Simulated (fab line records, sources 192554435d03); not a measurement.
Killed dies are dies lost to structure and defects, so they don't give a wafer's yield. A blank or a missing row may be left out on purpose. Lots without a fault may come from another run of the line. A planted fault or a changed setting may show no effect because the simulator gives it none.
fab line records | flow n5_finfet
record lots=7 wafers=19 last_day=18
route steps=1938 shown BEOL_M9@1421 BEOL_M15@1830
lots that met no fault: from a run of the same line without faults
start_h: hours from the record's first day to the start of the lot's first wafer shown | wait_h: hours since the lot's step before | " the same as in the row above | L1.1+2: a row that stands for several wafers | - no value, or no start given | * or withheld: withheld | < > ~ a bound
route shown NAME@n: a module of which the file shows steps, and the number in the route of the first | usual: mean/standard deviation of fault-free wafers | same: alike in all rows | chamber/n: place in a boat | sites: the reading at each site | _std_site: their standard deviation | _edge_site: outer sites' mean less inner sites' | radius_mm: how far each site lies from the wafer's centre | mask NAME#n: copy n | behind: the tool/chamber that last shaped the wafer | hold: why the lot was held/for how many hours/how that ended | device: the transistor (n, p or np) that didn't switch | end of line: the same wafers' tests at the end of the route | a step without rows: its recipe alone | killed: dies lost to structure and defects at the first sort, not the wafer's yield | map: a wafer's dies, x killed, . not, _ none there
set.NAME: the setting as run; set.NAME@STEP: as run at that earlier step | model.NAME: the simulator's own value behind a step, which no gauge read
steps of the route over a sample of lots; a table a step, a row a wafer
services: from which hour (start_h, from the record's first day; less than 0 if before it) a tool's chamber was out of use, for how many hours, and why
## steps
# step N5_BEOL_M9_STRIP_67
# recipe chemistry=CF4 resist=SiARC power_w=300 bias_power_w=75 pressure_mtorr=50 cf4_flow_sccm=150 rf_frequency_hz=6e+07
# usual drypump_motor_current_A=5.6/0.36 oes_product_au=0.80/0.074 power_w=299.9/0.91 rf_vpp_V=271.5/1.3 showerhead_plenum_p_Torr=1.81/0.041 throttle_valve_pct=13.56/0.21
# columns lot.wafer tool chamber start_h wait_h drypump_motor_current_A oes_product_au power_w rf_hours_counter_h rf_vpp_V showerhead_plenum_p_Torr throttle_valve_pct
L696.1 rie_diel-02 3 233.56 0.0 5.1 0.71 300.5 187 271.6 1.85 13.84
L696.3 " 0 " " 5.4 0.92 302.1 16 272.8 1.91 13.20
L696.4 " 0 " " 5.4 0.93 300.3 - 274.3 1.91 13.19
L699.2 rie_diel-04 0 247.42 0.0 5.9 0.74 300.6 156 271.5 1.77 13.41
L699.5 " 2 " " 6.4 0.85 298.8 - 272.0 1.83 13.65
L707.1 rie_diel-05 3 299.09 0.0 5.6 0.86 300.6 54 270.2 1.75 13.39
L707.3 " 0 " " 6.2 0.71 299.1 210 273.8 1.84 13.91
L707.4 " 2 " " 5.5 0.84 300.6 78 271.5 1.82 13.52
L711.1 rie_diel-02 2 319.51 0.0 5.5 0.73 300.9 199 271.2 1.79 13.61
L711.3 " 3 " " 5.2 0.69 298.8 211 273.0 1.85 13.88
L711.5 " 1 " " 4.9 0.89 300.7 - 272.9 1.83 13.26
L715.1 rie_diel-04 1 350.36 0.0 5.3 0.84 300.7 60 270.9 1.74 13.33
L715.5 " 3 " " 5.7 0.81 300.6 - 271.7 1.82 13.73
L715.6 " 0 " " 5.9 0.73 299.2 - 272.8 1.77 13.49
L717.5 rie_diel-02 1 359.19 0.0 4.9 0.87 299.4 - 272.8 1.82 13.32
L717.6 " 0 " " 5.4 0.87 298.2 - 273.3 1.90 13.29
L718.1 rie_diel-05 0 363.48 0.0 6.2 0.70 302.2 230 272.4 1.83 13.96
L718.2 " 1 " " 5.6 0.70 298.1 211 271.2 1.78 13.65
L718.3 " 2 " " 5.5 0.82 301.0 97 272.8 1.81 13.56
# step N5_BEOL_M9_ETCH_65
# recipe chemistry=CF4 target=SiARC target_depth_a=156 mask_material=CAR-EUV time_s=26 ion_energy_ev=80 pressure_mtorr=40 source_w=545 bias_w=36 Ar_flow_sccm=100 cf4_flow_sccm=100 ends=cleared
# usual drypump_motor_current_A=5.7/0.39 etch_rf_on_time_s=26.1/0.49 oes_product_au=0.68/0.059 rf_vpp_V=184.2/0.94 showerhead_plenum_p_Torr=2.16/0.045 throttle_valve_pct=15.59/0.2
# columns lot.wafer tool chamber start_h wait_h drypump_motor_current_A etch_rf_on_time_s oes_product_au rf_hours_counter_h rf_vpp_V showerhead_plenum_p_Torr throttle_valve_pct
L696.1 rie_diel-04 1 236.10 0.0 5.3 25.5 0.77 27 183.3 2.08 15.32
L696.3 " 3 " " 5.7 26.5 0.72 54 185.7 2.19 15.72
L696.4 " 0 " " 5.9 25.9 0.65 154 185.2 2.13 15.46
L699.2 rie_diel-04 1 248.78 0.0 5.3 25.5 0.76 30 183.8 2.08 15.31
L699.5 " 0 " " 5.9 25.9 0.64 - 184.9 2.13 15.46
L707.1 rie_diel-05 3 302.76 0.0 5.6 26.3 0.72 56 184.9 2.10 15.48
L707.3 " 0 " " 6.2 26.7 0.61 211 184.6 2.20 15.94
L707.4 " 2 " " 5.5 26.9 0.70 80 185.1 2.16 15.52
L711.1 rie_diel-04 1 323.20 0.0 5.3 25.7 0.73 52 184.0 2.08 15.35
L711.3 " 2 " " 6.4 25.7 0.70 91 185.1 2.17 15.76
L711.5 " 0 " " 5.9 25.9 0.63 - 185.3 2.13 15.52
L715.1 rie_diel-04 2 353.23 0.0 6.4 26.0 0.69 100 184.3 2.17 15.77
L715.5 " 1 " " 5.3 25.9 0.72 - 183.4 2.07 15.38
L715.6 " 2 " " 6.4 25.8 0.69 - 184.7 2.17 15.77
L717.5 rie_diel-04 3 361.97 0.0 5.7 26.7 0.68 - 182.6 2.17 15.78
L717.6 " 2 " " 6.3 25.6 0.69 - 185.2 2.17 15.78
L718.1 rie_diel-04 0 365.34 0.0 5.9 25.8 0.62 192 185.0 2.12 15.53
L718.2 " 2 " " 6.4 25.7 0.69 104 185.5 2.17 15.78
L718.3 " 1 " " 5.3 25.7 0.72 65 182.5 2.07 15.40
# step N5_BEOL_M9_TRENCH_ETCH_37
# recipe chemistry=C4F6/O2 target_depth_a=1514.3 target=SiCOH_lowk time_s=49 ion_energy_ev=250 pressure_mtorr=30 source_w=345 bias_w=185 Ar_flow_sccm=300 C4F6_flow_sccm=10 O2_flow_sccm=10
# usual drypump_motor_current_A=5.7/0.39 oes_o_777_au=0.80/0.063 oes_product_au=0.80/0.07 rf_vpp_V=668/7.8 showerhead_plenum_p_Torr=2.87/0.059 throttle_valve_pct=20.93/0.22
# columns lot.wafer tool chamber start_h wait_h drypump_motor_current_A oes_o_777_au oes_product_au rf_hours_counter_h rf_vpp_V showerhead_plenum_p_Torr throttle_valve_pct
L696.1 rie_diel-04 1 236.33 - 5.3 0.90 0.91 27 671 2.77 20.67
L696.3 " 3 " " 5.7 0.79 0.85 54 683 2.90 21.08
L696.4 " 0 " " 5.9 0.78 0.75 154 659 2.86 20.84
L699.2 rie_diel-04 1 249.01 - 5.4 0.89 0.78 30 670 2.77 20.63
L699.5 " 0 " " 5.9 0.78 0.66 - 657 2.86 20.83
L707.1 rie_diel-05 3 302.99 - 5.6 0.88 0.85 56 666 2.80 20.91
L707.3 " 0 " " 6.2 0.70 0.71 211 670 2.94 21.28
L707.4 " 2 " " 5.5 0.84 0.83 80 663 2.87 20.79
L711.1 rie_diel-04 1 323.44 - 5.3 0.86 0.86 52 669 2.76 20.70
L711.3 " 2 " " 6.4 0.81 0.82 91 674 2.88 21.09
L711.5 " 0 " " 5.9 0.76 0.74 - 658 2.85 20.89
L715.1 rie_diel-04 2 353.46 - 6.4 0.80 0.80 100 673 2.88 21.12
L715.5 " 1 " " 5.4 0.83 0.84 - 670 2.76 20.73
L715.6 " 2 " " 6.4 0.80 0.80 - 674 2.88 21.08
L717.5 rie_diel-04 3 362.20 - 5.7 0.75 0.81 - 680 2.89 21.13
L717.6 " 2 " " 6.4 0.79 0.80 - 674 2.88 21.11
L718.1 rie_diel-04 0 365.57 - 5.9 0.75 0.73 192 657 2.84 20.93
L718.2 " 2 " " 6.4 0.79 0.80 105 672 2.87 21.10
L718.3 " 1 " " 5.4 0.84 0.84 65 670 2.75 20.73
# step N5_BEOL_M9_OCD_MEAS_38
# usual trench_depth_nm=150.9/2.4
# columns lot.wafer tool chamber start_h wait_h trench_depth_nm
L696.1 ocd-01 - 236.50 - 153.4
L696.3 " - " " 152.4
L696.4 " - " " 150.5
L699.2 ocd-01 - 249.18 - 123.8
L699.5 " - " " 122.4
L707.1 ocd-01 - 303.16 - 152.1
L707.3 " - " " 150.2
L707.4 " - " " 148.5
L711.1 ocd-01 - 323.61 - 154.1
L711.3 " - " " 154.0
L711.5 " - " " 153.6
L715.1 ocd-02 - 353.63 - 149.2
L715.5 " - " " 151.3
L715.6 " - " " 150.0
L717.5 ocd-02 - 362.36 - 152.5
L717.6 " - " " 153.0
L718.1 ocd-01 - 365.75 - 152.9
L718.2 " - " " 153.0
L718.3 " - " " 152.2
# step N5_BEOL_M9_ALD_74
# recipe material=TaN target_thk_a=20 temp_c=275 ald_precursor_family=PDMAT ald_co_reactant=NH3 pressure_torr=3 carrier_flow_sccm=1500 pulse_time_s=2 purge_time_s=3 co_reactant_purge_time_s=2 co_reactant_pulse_time_s=3 ald_cycles=40 precursor_vessel_temp_c=75 precursor_vessel_pressure_torr=26.25 precursor_vessel_carrier_sccm=1000
# usual heater_power_w=395/31 precursor_vessel_carrier_sccm=1000/3.2
# same purge_time_s=3
# columns lot.wafer tool chamber start_h wait_h heater_power_w precursor_vessel_carrier_sccm
L696.1 ald_metal-01 1 237.61 0.0 366 1001
L696.3 " 2 " " 364 1005
L696.4 " 0 " " 421 1000
L699.2 ald_metal-02 3 249.82 0.0 487 998
L699.5 " 1 " " 372 1001
L707.1 ald_metal-03 2 304.22 0.1 400 992
L707.3 " 0 " " 370 1001
L707.4 " 1 " " 402 1001
L711.1 ald_metal-01 1 324.65 0.1 365 994
L711.3 " 3 " " 371 1003
L711.5 " 3 " " 367 1001
L715.1 ald_metal-02 3 354.36 0.1 506 1003
L715.5 " 2 " " 446 1000
L715.6 " 3 " " 496 998
L717.5 ald_metal-03 0 363.17 0.2 369 1001
L717.6 " 1 " " 382 1004
L718.1 ald_metal-02 0 366.79 0.0 426 999
L718.2 " 1 " " 381 1003
L718.3 " 3 " " 520 1001
# step N5_BEOL_M9_THK_MEAS_53
# recipe thk_meas_gauge=xrf reads=Cu_of_BEOL_M9_ECD_50
# usual M9_THK=135.9/2.5
# columns lot.wafer tool chamber start_h wait_h M9_THK[nm]
L696.1 film_metro-02 - 240.44 - 139.9
L696.3 " - " " 138.9
L696.4 " - " " 137.2
L699.2 film_metro-01 - 251.18 - 107.8
L699.5 " - " " 107.3
L707.1 film_metro-02 - 306.31 - 137.3
L707.3 " - " " 132.9
L707.4 " - " " 131.0
L711.1 film_metro-02 - 326.67 - 139.6
L711.3 " - " " 138.2
L711.5 " - " " 139.0
L715.1 film_metro-02 - 356.29 - 135.7
L715.5 " - " " 136.2
L715.6 " - " " 137.1
L717.5 film_metro-01 - 365.91 - 136.7
L717.6 " - " " 137.7
L718.1 film_metro-01 - 368.66 - 139.2
L718.2 " - " " 135.9
L718.3 " - " " 137.3
# step N5_BEOL_M9_RS_MEAS_57
# recipe thk_meas_gauge=four-point-probe reads=Cu_of_BEOL_M9_ECD_50+Co_of_BEOL_M9_CVD_78+TaN_of_BEOL_M9_ALD_74
# usual M9_RS=0.152/0.0034
# columns lot.wafer tool chamber start_h wait_h M9_RS[ohm/sq]
L696.1 film_metro-01 - 240.58 0.1 0.148
L696.3 " - " " 0.149
L696.4 " - " " 0.150
L699.2 film_metro-02 - 251.32 0.1 0.195
L699.5 " - " " 0.197
L707.1 film_metro-02 - 306.44 0.1 0.149
L707.3 " - " " 0.154
L707.4 " - " " 0.157
L711.1 film_metro-01 - 326.80 0.1 0.146
L711.3 " - " " 0.148
L711.5 " - " " 0.148
L715.1 film_metro-02 - 356.42 0.1 0.152
L715.5 " - " " 0.151
L715.6 " - " " 0.151
L717.5 film_metro-01 - 366.05 0.0 0.151
L717.6 " - " " 0.149
L718.1 film_metro-01 - 368.80 0.1 0.148
L718.2 " - " " 0.151
L718.3 " - " " 0.150
# step N5_BEOL_M15_RC_MEAS_101
# usual COMB_M10=1.5e-11/3.1e-12 COMB_M11=1.5e-11/3.1e-12 COMB_M12=7e-12/1.3e-12 COMB_M13=5.5e-12/1e-12 COMB_M14=4.1e-12/7.1e-13 COMB_M15=3.2e-12/5.9e-13 COMB_M5=3.7e-11/7.8e-12 COMB_M6=2.6e-11/5.1e-12 COMB_M7=2.5e-11/5.4e-12 COMB_M8=2.7e-11/5.7e-12 SERP_M10=3.07/0.091 SERP_M11=3.10/0.076 SERP_M12=0.632/0.016 SERP_M13=0.310/0.0062 SERP_M14=0.159/0.0051 SERP_M5=38.9/1.7 SERP_M6=13.7/0.57 SERP_M7=14.0/0.52 SERP_M8=13.6/0.59 SERP_M9=3.08/0.082 SERP_M9_max_site=3.17/0.081
# columns lot.wafer tool chamber start_h wait_h COMB_M10[S/m] COMB_M11[S/m] COMB_M12[S/m] COMB_M13[S/m] COMB_M14[S/m] COMB_M15[S/m] COMB_M5[S/m] COMB_M6[S/m] COMB_M7[S/m] COMB_M8[S/m] SERP_M10[ohm/um] SERP_M11[ohm/um] SERP_M12[ohm/um] SERP_M13[ohm/um] SERP_M14[ohm/um] SERP_M5[ohm/um] SERP_M6[ohm/um] SERP_M7[ohm/um] SERP_M8[ohm/um] SERP_M9[ohm/um] SERP_M9_max_site[ohm/um]
L696.1 prober-02 0 283.64 0.0 1.4e-11 1.5e-11 1.03e-11 5.1e-12 3.9e-12 2.9e-12 4.3e-11 3.1e-11 2.4e-11 2.7e-11 3.03 3.11 0.613 0.312 0.155 38.1 13.3 13.3 13.9 3.02 3.13
L696.3 " 0 " " 1.1e-11 1.3e-11 5.7e-12 5e-12 3.7e-12 3e-12 2.9e-11 2.6e-11 3.6e-11 2.8e-11 3.03 3.05 0.615 0.303 0.155 36.4 14.1 13.2 13.4 3.06 3.12
L696.4 " 0 " " 1.4e-11 1.2e-11 8.5e-12 5.2e-12 3.1e-12 3.3e-12 3e-11 3.9e-11 3.2e-11 2.4e-11 3.07 3.06 0.640 0.306 0.151 38.5 14.0 13.3 13.4 3.01 3.10
L699.2 prober-01 0 287.32 0.2 1.5e-11 1.3e-11 7.5e-12 5.6e-12 4.6e-12 3.3e-12 3.7e-11 2.7e-11 2.7e-11 3e-11 3.02 3.16 0.658 0.307 0.157 38.4 14.9 14.0 13.2 3.91 4.02
L699.5 " 0 " " 1.2e-11 1.3e-11 7.9e-12 5.6e-12 5.2e-12 3.2e-12 4e-11 2.1e-11 3.3e-11 2e-11 3.07 3.16 0.617 0.308 0.156 36.5 14.7 14.6 13.7 3.96 3.97
L707.1 prober-02 0 351.12 0.0 1.9e-11 1.5e-11 6.5e-12 6.6e-12 5e-12 3.7e-12 3.7e-11 2.2e-11 3e-11 3.4e-11 3.27 3.14 0.624 0.303 0.157 41.2 12.9 14.3 14.2 3.00 3.05
L707.3 " 0 " " 1.6e-11 1.3e-11 5.3e-12 5.9e-12 4.4e-12 2.4e-12 3e-11 2.1e-11 3.3e-11 2.8e-11 3.03 3.15 0.614 0.313 0.166 40.0 13.4 13.3 14.8 3.09 3.10
L707.4 " 0 " " 1.5e-11 2e-11 4.9e-12 6.1e-12 4.2e-12 2.7e-12 2.9e-11 1.8e-11 2.3e-11 3.4e-11 3.09 2.90 0.637 0.316 0.155 38.0 14.5 13.6 14.1 3.13 3.18
L711.1 prober-01 0 370.03 0.6 1.8e-11 1.5e-11 7.7e-12 5.8e-12 3.2e-12 4.5e-12 3.8e-11 1.8e-11 3.4e-11 2.4e-11 3.07 3.09 0.595 0.317 0.156 38.9 14.1 14.8 13.9 3.05 3.11
L711.3 " 0 " " 1.5e-11 1.8e-11 6.4e-12 5.3e-12 3.6e-12 5e-12 3.5e-11 2.3e-11 2.3e-11 1.8e-11 3.12 3.14 0.625 0.320 0.159 36.5 13.6 15.1 13.7 2.98 3.10
L711.5 " 0 " " 1.3e-11 1.7e-11 8.1e-12 5.9e-12 3.8e-12 4.5e-12 4.1e-11 2.3e-11 2.3e-11 2.6e-11 3.17 3.09 0.602 0.313 0.161 38.0 15.2 14.4 14.7 3.11 3.17
L715.1 prober-02 0 398.38 0.0 1.3e-11 1.7e-11 3.9e-12 6.2e-12 4.7e-12 2.8e-12 2.9e-11 2.4e-11 1.8e-11 3.4e-11 2.96 3.07 0.631 0.322 0.158 37.4 13.6 13.5 14.1 3.09 3.23
L715.5 " 0 " " 1.2e-11 1.3e-11 4.9e-12 5.1e-12 3.5e-12 3e-12 2.3e-11 3.4e-11 1.8e-11 2e-11 2.98 3.07 0.646 0.312 0.159 36.6 13.5 13.8 13.7 3.10 3.14
L715.6 " 0 " " 1.5e-11 1e-11 3.8e-12 6.6e-12 4.7e-12 3.1e-12 3.2e-11 2.4e-11 1.8e-11 3.4e-11 2.97 3.08 0.625 0.310 0.156 37.1 12.9 14.5 14.9 3.03 3.20
L717.5 prober-02 0 407.86 0.6 1.4e-11 1.1e-11 5.9e-12 3.7e-12 4.2e-12 2.6e-12 3.8e-11 2.8e-11 2e-11 2.9e-11 2.99 2.99 0.629 0.318 0.161 35.8 14.0 13.9 12.9 3.14 3.20
L717.6 " 0 " " 1.6e-11 1.4e-11 5.5e-12 4.5e-12 3.4e-12 3e-12 3e-11 1.7e-11 2.6e-11 3.1e-11 3.08 3.10 0.636 0.308 0.153 39.6 13.4 14.1 12.8 3.09 3.13
L718.1 prober-01 0 414.31 0.0 1.3e-11 2.2e-11 8.7e-12 7.4e-12 3.8e-12 3.9e-12 3.1e-11 2.4e-11 2.1e-11 3.5e-11 3.08 3.07 0.624 0.316 0.155 39.2 13.9 14.6 13.1 3.04 3.12
L718.2 " 0 " " 1.7e-11 2.1e-11 5.6e-12 5.3e-12 4.9e-12 3.5e-12 3.6e-11 2.8e-11 3.2e-11 2.9e-11 3.20 3.03 0.637 0.316 0.164 40.0 14.5 14.5 13.1 3.01 3.28
L718.3 " 0 " " 1.9e-11 1.6e-11 5.7e-12 6.5e-12 3.4e-12 3.8e-12 4.8e-11 2.6e-11 2.3e-11 2.5e-11 3.18 3.21 0.616 0.312 0.164 40.3 13.5 13.9 13.6 2.99 3.07
# sites SERP_M9 radius_mm=0,75,75,75,75,140,140,140,140
L696.1 3.13 3.09 3.02 3.04 3.02 2.88 2.84 2.85 2.94
L699.2 3.81 3.91 3.79 3.88 3.89 4.00 4.02 3.96 3.97
L707.1 3.00 3.05 3.01 3.02 3.00 2.99 2.93 2.92 2.98
L711.1 3.11 3.05 3.07 3.10 3.06 2.97 2.92 2.96 2.99
L715.1 3.00 3.09 3.06 3.01 3.07 3.21 3.19 3.18 3.23
L717.5 3.20 3.16 3.17 3.14 3.14 3.06 3.05 3.06 3.04
L718.1 3.06 3.06 3.00 3.12 3.07 3.04 2.97 2.98 2.97
## services
# columns tool chamber start_h hours kind
rie_diel-05 3 210.20 15.3 repair
ald_metal-03 2 235.99 3.8 repair
rie_diel-02 3 264.08 11.4 repair
rie_diel-02 - 271.71 2.8 pm
ald_metal-03 - 272.48 2.8 pm
rie_diel-02 - 300.28 4.0 repair
rie_diel-02 0 322.58 9.6 repair
rie_diel-04 1 330.34 2.0 repair
ald_metal-01 3 333.69 2.0 repair
ald_metal-02 - 335.70 0.9 repair
ald_metal-03 - 336.74 8.7 pm
rie_diel-02 - 337.47 0.7 repair
rie_diel-05 3 351.34 12.4 repair
ald_metal-03 0 359.40 - clean
ald_metal-03 1 359.40 - clean
ald_metal-03 2 359.40 - clean
ald_metal-03 3 359.40 - clean
## key
first_sign step=N5_BEOL_M9_OCD_MEAS_38 reading=trench_depth_nm direction=down sigmas=12 usual=150.9 struck=123.1
effect step=N5_BEOL_M9_THK_MEAS_53 reading=M9_THK direction=down sigmas=11 usual=135.9 struck=107.6
effect step=N5_BEOL_M9_RS_MEAS_57 reading=M9_RS direction=up sigmas=13 usual=0.152 struck=0.196
effect step=N5_BEOL_M15_RC_MEAS_101 reading=SERP_M9 direction=up sigmas=10 usual=3.08 struck=3.94
met_at N5_BEOL_M9_TRENCH_ETCH_37
struck_lots L699
struck_wafers L699.2,L699.5
not_acting_at N5_BEOL_M9_STRIP_67,N5_BEOL_M9_ETCH_65,N5_BEOL_M9_ALD_74
onset_between 236.33 249.01
fault kind=process_parameter_drift tool=rie_diel-04 chamber=- onset_h=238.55 steps=N5_BEOL_M9_TRENCH_ETCH_37 channel=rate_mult offset=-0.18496 shape=step end_h=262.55 scope=struck_wafers_only
